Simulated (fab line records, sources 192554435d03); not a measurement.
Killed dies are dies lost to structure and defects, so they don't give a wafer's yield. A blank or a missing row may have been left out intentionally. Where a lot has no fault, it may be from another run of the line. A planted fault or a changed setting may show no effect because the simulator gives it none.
Matching of chambers	flow n5-finfet	4 sister chambers for N5_BEOL_M15_STRIP_36 on rie-diel-02
The step strips in O2. 4 wafers are shown with their chamber, then 9 later ones without.

EACH WAFER AND ITS CHAMBER
wafer	chamber	showerhead-plenum-p-Torr (Torr)
L082.3	1	1.98
L084.6	3	2.19
L089.3	0	2.06
L089.4	2	1.93

WAFERS WITH NO CHAMBER GIVEN
wafer	showerhead-plenum-p-Torr (Torr)
L086.1	2.18
L086.3	2.06
L086.4	2.06
L097.3	1.92
L097.4	2.23
L097.6	2.18
L095.1	2.05
L095.3	1.92
L095.4	2.17

THE CHAMBER EACH PASSED THROUGH
wafer	from the rows above	in truth
L086.1	3	3
L086.3	0	0
L086.4	0	0
L097.3	2	2
L097.4	3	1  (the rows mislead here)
L097.6	3	3
L095.1	0	0
L095.3	2	2
L095.4	3	3
8 of 9 placed correctly. Not placeable from these rows: 0. 1 placed wrongly.
How it was worked out, from the rows above alone: a wafer's distance from a chamber is the root of the sum, over the readings, of the square of ((its reading less the chamber's mean) divided by the reading's scatter). The wafer belongs to the nearest chamber; if the next one is less than 2 further off, it can't be placed. A chamber's mean is the mean of its shown wafers. The scatter (one wafer shown for each chamber): square how far every hidden wafer sits from the nearest shown wafer, average those squares and take the square root.
